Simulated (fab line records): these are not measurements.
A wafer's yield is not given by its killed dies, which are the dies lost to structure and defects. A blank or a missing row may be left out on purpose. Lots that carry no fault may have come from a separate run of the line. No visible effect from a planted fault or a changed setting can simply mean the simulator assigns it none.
Which tool is to blame?    flow n5_finfet    24 lots, 72 wafers sampled, at 6 steps of a route of 1938

WHAT EACH GAUGE READ, for each wafer
The record lacks any reading of a measuring or inspecting step that a usual standard deviation could be used to judge.

TOOL THAT RAN EACH LOT (tool first, then ch and the chambers of the sampled wafers, then the start)
lot   N5_BEOL_M8_DEGAS_44           N5_BEOL_M9_DESCUM_16                N5_BEOL_M9_STRIP_67                 N5_BEOL_M9_ETCH_41                             N5_BEOL_M9_SPUTTER_48         N5_BEOL_M9_ANNEAL_51
L075  pvd_sputter-02, day 12 03:26  rie_diel-03 ch 0,1,3, day 12 08:10  rie_diel-03 ch 0,1,3, day 12 08:24  rie_diel-03 ch 1,2,3, day 12 13:49 or earlier  pvd_sputter-01, day 12 13:49  rtp_anneal-01 ch 0, day 12 14:50
L074  pvd_sputter-01, day 12 07:22  rie_diel-02 ch 1,2,3, day 12 12:46  rie_diel-02 ch 1,2,3, day 12 13:00  rie_diel-06 ch 0,2,3, day 12 18:24 or earlier  pvd_sputter-02, day 12 18:24  rtp_anneal-02 ch 0, day 12 18:43
L076  pvd_sputter-02, day 12 20:11  rie_diel-03 ch 0,1,3, day 13 01:11  rie_diel-03 ch 0,1,3, day 13 01:25  rie_diel-02 ch 0,3, day 13 05:20 or earlier    pvd_sputter-01, day 13 05:20  rtp_anneal-02 ch 0, day 13 05:35
L077  pvd_sputter-02, day 13 04:19  rie_diel-02 ch 0,1, day 13 08:48    rie_diel-02 ch 0,1, day 13 09:02    rie_diel-03 ch 0,2,3, day 13 12:26 or earlier  pvd_sputter-02, day 13 12:26  rtp_anneal-01 ch 0, day 13 13:28
L080  pvd_sputter-01, day 13 12:25  rie_diel-02 ch 0,2,3, day 13 18:03  rie_diel-02 ch 0,2,3, day 13 18:17  rie_diel-06 ch 0,1,3, day 13 20:44 or earlier  pvd_sputter-01, day 13 20:44  rtp_anneal-02 ch 0, day 13 21:07
L081  pvd_sputter-03, day 13 16:01  rie_diel-03 ch 0,1,2, day 13 20:42  rie_diel-03 ch 0,1,2, day 13 20:56  rie_diel-06 ch 0,2,3, day 14 02:13 or earlier  pvd_sputter-01, day 14 02:13  rtp_anneal-02 ch 0, day 14 02:50
L079  pvd_sputter-01, day 14 00:06  rie_diel-06 ch 0,2,3, day 14 05:56  rie_diel-06 ch 0,2,3, day 14 06:10  rie_diel-06 ch 1,2,3, day 14 11:49 or earlier  pvd_sputter-01, day 14 11:49  rtp_anneal-01 ch 0, day 14 12:27
L078  pvd_sputter-03, day 14 04:16  rie_diel-06 ch 0,1,3, day 14 10:47  rie_diel-06 ch 0,1,3, day 14 11:01  rie_diel-06 ch 1,2,3, day 14 15:26 or earlier  pvd_sputter-03, day 14 15:26  rtp_anneal-02 ch 0, day 14 16:04
L082  pvd_sputter-02, day 14 05:25  rie_diel-06 ch 0,1, day 14 11:18    rie_diel-06 ch 0,1, day 14 11:32    rie_diel-06 ch 0,1, day 14 15:02 or earlier    pvd_sputter-03, day 14 15:02  rtp_anneal-01 ch 0, day 14 15:25
L083  pvd_sputter-02, day 14 11:01  rie_diel-06 ch 0,1,2, day 14 14:44  rie_diel-06 ch 0,1,2, day 14 14:58  rie_diel-02 ch 0,1,3, day 14 18:19 or earlier  pvd_sputter-02, day 14 18:19  rtp_anneal-02 ch 0, day 14 18:35
L085  pvd_sputter-01, day 14 19:56  rie_diel-03 ch 0,2,3, day 15 00:08  rie_diel-03 ch 0,2,3, day 15 00:22  rie_diel-02 ch 1,2,3, day 15 03:20 or earlier  pvd_sputter-03, day 15 03:20  rtp_anneal-02 ch 0, day 15 06:17
L086  pvd_sputter-01, day 15 00:30  rie_diel-03 ch 0,2,3, day 15 07:40  rie_diel-03 ch 0,2,3, day 15 07:53  rie_diel-06 ch 0,2,3, day 15 11:23 or earlier  pvd_sputter-01, day 15 11:23  rtp_anneal-01 ch 0, day 15 11:44
L084  pvd_sputter-01, day 15 10:47  rie_diel-02 ch 2,3, day 15 14:44    rie_diel-02 ch 2,3, day 15 14:58    rie_diel-06 ch 0,2, day 15 18:26 or earlier    pvd_sputter-02, day 15 18:26  rtp_anneal-01 ch 0, day 15 18:52
L088  pvd_sputter-03, day 15 17:24  rie_diel-06 ch 1,2,3, day 15 21:47  rie_diel-06 ch 1,2,3, day 15 22:01  rie_diel-03 ch 0,3, day 16 04:26 or earlier    pvd_sputter-03, day 16 04:26  rtp_anneal-02 ch 0, day 16 04:46
L089  pvd_sputter-03, day 15 18:07  rie_diel-06 ch 0,2,3, day 15 23:07  rie_diel-06 ch 0,2,3, day 15 23:20  rie_diel-06 ch 0,1,3, day 16 04:41 or earlier  pvd_sputter-01, day 16 04:41  rtp_anneal-02 ch 0, day 16 05:16
L087  pvd_sputter-03, day 15 21:42  rie_diel-02 ch 0,2,3, day 16 03:52  rie_diel-02 ch 0,2,3, day 16 04:05  rie_diel-03 ch 1,3, day 16 07:20 or earlier    pvd_sputter-01, day 16 07:20  rtp_anneal-01 ch 0, day 16 07:41
L091  pvd_sputter-01, day 15 23:31  rie_diel-03 ch 0,2,3, day 16 06:46  rie_diel-03 ch 0,2,3, day 16 06:59  rie_diel-06 ch 0,1,2, day 16 10:26 or earlier  pvd_sputter-01, day 16 10:26  rtp_anneal-02 ch 0, day 16 10:40
L090  pvd_sputter-03, day 16 21:37  rie_diel-06 ch 0,2,3, day 17 04:54  rie_diel-06 ch 0,2,3, day 17 05:08  rie_diel-03 ch 1,2,3, day 17 09:47 or earlier  pvd_sputter-03, day 17 09:47  rtp_anneal-02 ch 0, day 17 10:04
L093  pvd_sputter-02, day 17 06:51  rie_diel-03 ch 0,1,3, day 17 11:49  rie_diel-03 ch 0,1,3, day 17 12:03  rie_diel-02 ch 0,2,3, day 17 15:49 or earlier  pvd_sputter-03, day 17 15:49  rtp_anneal-02 ch 0, day 17 16:04
L094  pvd_sputter-01, day 17 07:16  rie_diel-06 ch 1,2,3, day 17 12:13  rie_diel-06 ch 1,2,3, day 17 12:27  rie_diel-06 ch 0,1,2, day 17 17:43 or earlier  pvd_sputter-02, day 17 17:43  rtp_anneal-01 ch 0, day 17 18:15
L092  pvd_sputter-01, day 17 15:14  rie_diel-03 ch 0,3, day 17 18:35    rie_diel-03 ch 0,3, day 17 18:49    rie_diel-06 ch 1,3, day 17 22:03 or earlier    pvd_sputter-03, day 17 22:03  rtp_anneal-02 ch 0, day 17 22:17
L097  pvd_sputter-02, day 18 01:03  rie_diel-03 ch 0,1,3, day 18 06:18  rie_diel-03 ch 0,1,3, day 18 06:32  rie_diel-03 ch 0,2,3, day 18 12:50 or earlier  pvd_sputter-02, day 18 12:50  rtp_anneal-02 ch 0, day 18 13:04
L096  pvd_sputter-02, day 18 01:08  rie_diel-03 ch 1,2,3, day 18 06:03  rie_diel-03 ch 1,2,3, day 18 06:17  rie_diel-02 ch 0,1,3, day 18 13:41 or earlier  pvd_sputter-03, day 18 13:41  rtp_anneal-02 ch 0, day 18 14:16
L095  pvd_sputter-03, day 19 07:38  rie_diel-06 ch 0,1,3, day 19 12:30  rie_diel-06 ch 0,1,3, day 19 12:44  rie_diel-02 ch 0,2, day 19 19:08 or earlier    pvd_sputter-01, day 19 19:08  rtp_anneal-01 ch 0, day 19 19:25
- N5_BEOL_M8_DEGAS_44: time 60 s.
- N5_BEOL_M9_DESCUM_16: chemistry O2, time 7.9 s.
- N5_BEOL_M9_STRIP_67: strips in CF4.
- N5_BEOL_M9_ETCH_41: etches SiCN in CH3F/O2, target depth 36.6 nm, time 70.1 s.
- N5_BEOL_M9_SPUTTER_48: material Cu, target thk 12 nm, time 2 s.
- N5_BEOL_M9_ANNEAL_51: time 90 s.

WHAT THE TOOLS THEMSELVES READ (means of the sampled wafers that have a number; where no wafer has one, the mark that the record gives instead)
N5_BEOL_M8_DEGAS_44. Usual: heater_power_w 332 W, standard deviation 32.
lot   tool            heater_power_w (W)  flag
L075  pvd_sputter-02  335                 
L074  pvd_sputter-01  326                 
L076  pvd_sputter-02  404                 
L077  pvd_sputter-02  386                 
L080  pvd_sputter-01  327                 
L081  pvd_sputter-03  303                 
L079  pvd_sputter-01  329                 
L078  pvd_sputter-03  315                 
L082  pvd_sputter-02  315                 
L083  pvd_sputter-02  364                 
L085  pvd_sputter-01  335                 
L086  pvd_sputter-01  326                 
L084  pvd_sputter-01  329                 
L088  pvd_sputter-03  307                 
L089  pvd_sputter-03  313                 
L087  pvd_sputter-03  315                 
L091  pvd_sputter-01  321                 
L090  pvd_sputter-03  318                 
L093  pvd_sputter-02  316                 
L094  pvd_sputter-01  331                 
L092  pvd_sputter-01  326                 
L097  pvd_sputter-02  346                 
L096  pvd_sputter-02  337                 
L095  pvd_sputter-03  315                 

N5_BEOL_M9_DESCUM_16. Usual: drypump_motor_current_A 5.7 A, standard deviation 0.39; oes_product_au 0.83 a.u., standard deviation 0.085; rf_vpp_V 243.5 V, standard deviation 1.4; showerhead_plenum_p_Torr 2.11 Torr, standard deviation 0.072; throttle_valve_pct 20.31 %, standard deviation 0.28.
lot   tool         drypump_motor_current_A (A)  oes_product_au (a.u.)  rf_vpp_V (V)  showerhead_plenum_p_Torr (Torr)  throttle_valve_pct (%)  flag
L075  rie_diel-03  5.7                          0.79                   243.6         2.15                             20.50                   
L074  rie_diel-02  5.7                          0.75                   242.5         2.04                             20.49                   
L076  rie_diel-03  5.7                          0.78                   243.8         2.15                             20.51                   
L077  rie_diel-02  5.7                          0.89                   243.0         2.05                             20.44                   
L080  rie_diel-02  5.8                          0.80                   242.8         2.06                             20.58                   
L081  rie_diel-03  6.0                          0.88                   243.5         2.16                             20.43                   
L079  rie_diel-06  5.6                          0.81                   243.1         2.07                             20.12                   
L078  rie_diel-06  5.7                          0.87                   243.1         2.08                             20.15                   
L082  rie_diel-06  6.0                          0.84                   243.5         2.11                             20.22                   
L083  rie_diel-06  5.6                          0.86                   243.8         2.11                             20.07                   
L085  rie_diel-03  5.8                          0.81                   243.4         2.16                             20.22                   
L086  rie_diel-03  5.9                          0.82                   244.8         2.16                             20.23                   
L084  rie_diel-02  5.8                          0.72                   242.4         2.09                             20.66                   
L088  rie_diel-06  5.4                          0.88                   242.5         2.08                             20.04                   
L089  rie_diel-06  5.6                          0.81                   243.2         2.07                             20.14                   
L087  rie_diel-02  5.8                          0.78                   242.4         2.05                             20.61                   
L091  rie_diel-03  5.9                          0.80                   243.5         2.15                             20.23                   
L090  rie_diel-06  5.6                          0.80                   243.1         2.06                             20.14                   
L093  rie_diel-03  5.7                          0.84                   243.6         2.14                             20.42                   
L094  rie_diel-06  5.4                          0.86                   243.4         2.07                             20.05                   
L092  rie_diel-03  5.8                          0.77                   244.5         2.13                             20.27                   
L097  rie_diel-03  5.7                          0.84                   244.1         2.14                             20.43                   
L096  rie_diel-03  5.7                          0.84                   244.2         2.17                             20.41                   
L095  rie_diel-06  5.7                          0.83                   243.9         2.07                             20.20                   

N5_BEOL_M9_STRIP_67. Usual: drypump_motor_current_A 5.7 A, standard deviation 0.39; oes_product_au 0.82 a.u., standard deviation 0.081; rf_vpp_V 271.4 V, standard deviation 1.5; showerhead_plenum_p_Torr 1.80 Torr, standard deviation 0.058; throttle_valve_pct 13.44 %, standard deviation 0.18.
lot   tool         drypump_motor_current_A (A)  oes_product_au (a.u.)  rf_vpp_V (V)  showerhead_plenum_p_Torr (Torr)  throttle_valve_pct (%)  flag
L075  rie_diel-03  5.7                          0.77                   272.0         1.83                             13.60                   
L074  rie_diel-02  5.6                          0.74                   270.0         1.74                             13.54                   
L076  rie_diel-03  5.7                          0.77                   272.3         1.83                             13.62                   
L077  rie_diel-02  5.7                          0.87                   269.9         1.75                             13.42                   
L080  rie_diel-02  5.8                          0.80                   270.4         1.74                             13.52                   
L081  rie_diel-03  6.0                          0.86                   271.3         1.83                             13.43                   
L079  rie_diel-06  5.6                          0.81                   269.9         1.79                             13.41                   
L078  rie_diel-06  5.7                          0.86                   272.1         1.78                             13.35                   
L082  rie_diel-06  6.0                          0.83                   271.3         1.79                             13.32                   
L083  rie_diel-06  5.7                          0.85                   271.5         1.80                             13.26                   
L085  rie_diel-03  5.9                          0.80                   272.6         1.85                             13.43                   
L086  rie_diel-03  5.9                          0.80                   272.6         1.85                             13.43                   
L084  rie_diel-02  5.8                          0.72                   270.6         1.76                             13.61                   
L088  rie_diel-06  5.4                          0.86                   271.2         1.79                             13.31                   
L089  rie_diel-06  5.6                          0.80                   270.1         1.78                             13.44                   
L087  rie_diel-02  5.8                          0.78                   269.3         1.73                             13.56                   
L091  rie_diel-03  5.8                          0.79                   271.8         1.85                             13.44                   
L090  rie_diel-06  5.6                          0.79                   270.5         1.78                             13.45                   
L093  rie_diel-03  5.7                          0.82                   272.0         1.83                             13.50                   
L094  rie_diel-06  5.4                          0.85                   271.9         1.78                             13.33                   
L092  rie_diel-03  5.8                          0.77                   270.7         1.81                             13.45                   
L097  rie_diel-03  5.7                          0.82                   272.0         1.82                             13.51                   
L096  rie_diel-03  5.7                          0.84                   272.6         1.85                             13.53                   
L095  rie_diel-06  5.7                          0.81                   270.2         1.77                             13.43                   

N5_BEOL_M9_ETCH_41. Usual: bias_w 75.02 W, standard deviation 0.2; drypump_motor_current_A 5.7 A, standard deviation 0.38; oes_product_au 0.82 a.u., standard deviation 0.082; rf_vpp_V 297.3 V, standard deviation 1.6; showerhead_plenum_p_Torr 2.00 Torr, standard deviation 0.066; throttle_valve_pct 16.20 %, standard deviation 0.19.
lot   tool         bias_w (W)  drypump_motor_current_A (A)  oes_product_au (a.u.)  rf_vpp_V (V)  showerhead_plenum_p_Torr (Torr)  throttle_valve_pct (%)  flag
L075  rie_diel-03  75.00       5.7                          0.80                   298.9         2.08                             16.38                   
L074  rie_diel-06  74.94       5.6                          0.83                   297.1         2.00                             16.13                   
L076  rie_diel-02  75.19       5.8                          0.88                   297.0         2.00                             16.30                   
L077  rie_diel-03  74.78       5.9                          0.83                   297.9         2.07                             16.09                   
L080  rie_diel-06  75.26       5.7                          0.87                   297.7         1.99                             16.10                   
L081  rie_diel-06  75.14       5.6                          0.82                   297.1         2.00                             16.15                   
L079  rie_diel-06  75.19       5.4                          0.89                   297.9         2.01                             16.07                   
L078  rie_diel-06  75.39       5.4                          0.88                   296.5         2.01                             16.07                   
L082  rie_diel-06  74.92       5.8                          0.92                   296.8         2.02                             15.99                   
L083  rie_diel-02  75.02       5.7                          0.79                   296.8         1.99                             16.31                   
L085  rie_diel-02  75.07       5.7                          0.73                   295.6         1.94                             16.35                   
L086  rie_diel-06  74.89       5.6                          0.80                   296.9         1.99                             16.18                   
L084  rie_diel-06  74.83       5.9                          0.77                   297.1         2.01                             16.13                   
L088  rie_diel-03  74.99       5.8                          0.80                   297.4         2.03                             16.11                   
L089  rie_diel-06  75.07       5.7                          0.85                   297.0         1.99                             16.13                   
L087  rie_diel-03  75.04       5.6                          0.91                   298.9         2.07                             16.36                   
L091  rie_diel-06  74.86       5.6                          0.84                   298.2         2.02                             16.06                   
L090  rie_diel-03  75.03       5.7                          0.85                   298.5         2.07                             16.28                   
L093  rie_diel-02  74.94       5.8                          0.78                   296.1         1.95                             16.42                   
L094  rie_diel-06  74.85       5.7                          0.83                   297.5         2.02                             16.07                   
L092  rie_diel-06  74.87       5.5                          0.90                   297.1         1.99                             16.06                   
L097  rie_diel-03  75.14       5.8                          0.79                   298.0         2.05                             16.16                   
L096  rie_diel-02  75.22       5.7                          0.77                   297.5         1.98                             16.35                   
L095  rie_diel-02  75.04       5.7                          0.76                   293.8         1.88                             16.51                   

N5_BEOL_M9_SPUTTER_48. Usual: throttle_valve_pct 30.4 %, standard deviation 0.68.
lot   tool            throttle_valve_pct (%)  flag
L075  pvd_sputter-01  30.3                    
L074  pvd_sputter-02  30.2                    
L076  pvd_sputter-01  30.6                    
L077  pvd_sputter-02  30.4                    
L080  pvd_sputter-01  30.5                    
L081  pvd_sputter-01  30.3                    
L079  pvd_sputter-01  30.4                    
L078  pvd_sputter-03  31.2                    
L082  pvd_sputter-03  30.6                    
L083  pvd_sputter-02  29.9                    
L085  pvd_sputter-03  29.9                    
L086  pvd_sputter-01  30.6                    
L084  pvd_sputter-02  30.4                    
L088  pvd_sputter-03  30.0                    
L089  pvd_sputter-01  30.4                    
L087  pvd_sputter-01  30.8                    
L091  pvd_sputter-01  30.7                    
L090  pvd_sputter-03  30.9                    
L093  pvd_sputter-03  30.1                    
L094  pvd_sputter-02  30.3                    
L092  pvd_sputter-03  31.0                    
L097  pvd_sputter-02  30.4                    
L096  pvd_sputter-03  30.4                    
L095  pvd_sputter-01  30.4                    

N5_BEOL_M9_ANNEAL_51. Usual: wafer_temp_C_max 225.92, standard deviation 0.23.
lot   tool           wafer_temp_C_max  flag
L075  rtp_anneal-01  225.76            
L074  rtp_anneal-02  225.79            
L076  rtp_anneal-02  225.87            
L077  rtp_anneal-01  226.01            
L080  rtp_anneal-02  225.93            
L081  rtp_anneal-02  226.04            
L079  rtp_anneal-01  226.06            
L078  rtp_anneal-02  225.83            
L082  rtp_anneal-01  226.01            
L083  rtp_anneal-02  225.97            
L085  rtp_anneal-02  225.64            
L086  rtp_anneal-01  226.29            
L084  rtp_anneal-01  225.98            
L088  rtp_anneal-02  225.75            
L089  rtp_anneal-02  226.01            
L087  rtp_anneal-01  226.13            
L091  rtp_anneal-02  225.93            
L090  rtp_anneal-02  225.69            
L093  rtp_anneal-02  225.78            
L094  rtp_anneal-01  226.10            
L092  rtp_anneal-02  225.90            
L097  rtp_anneal-02  225.87            
L096  rtp_anneal-02  225.80            
L095  rtp_anneal-01  226.29            

THE ANSWER, worked out from the rows above alone
Rule: a lot is off if the mean of its wafers that have a number lies more than 3 standard deviations from the usual mean. Also off: a lot with no number at a reading for which 4 or more lots have one. Where the step has rows for the other lots, those lots are counted as sound. After the gauges, taken in route order, come the tools' own readings; for these a lot's mean is taken, as printed above. The first step at which some lot is off is used, and at that step the reading that is off furthest; a lot without a number counts as furthest.
Across all readings shown, no lot is off: no conclusion can be drawn from this.

WHAT HAD BEEN PUT IN BY THE SIMULATOR
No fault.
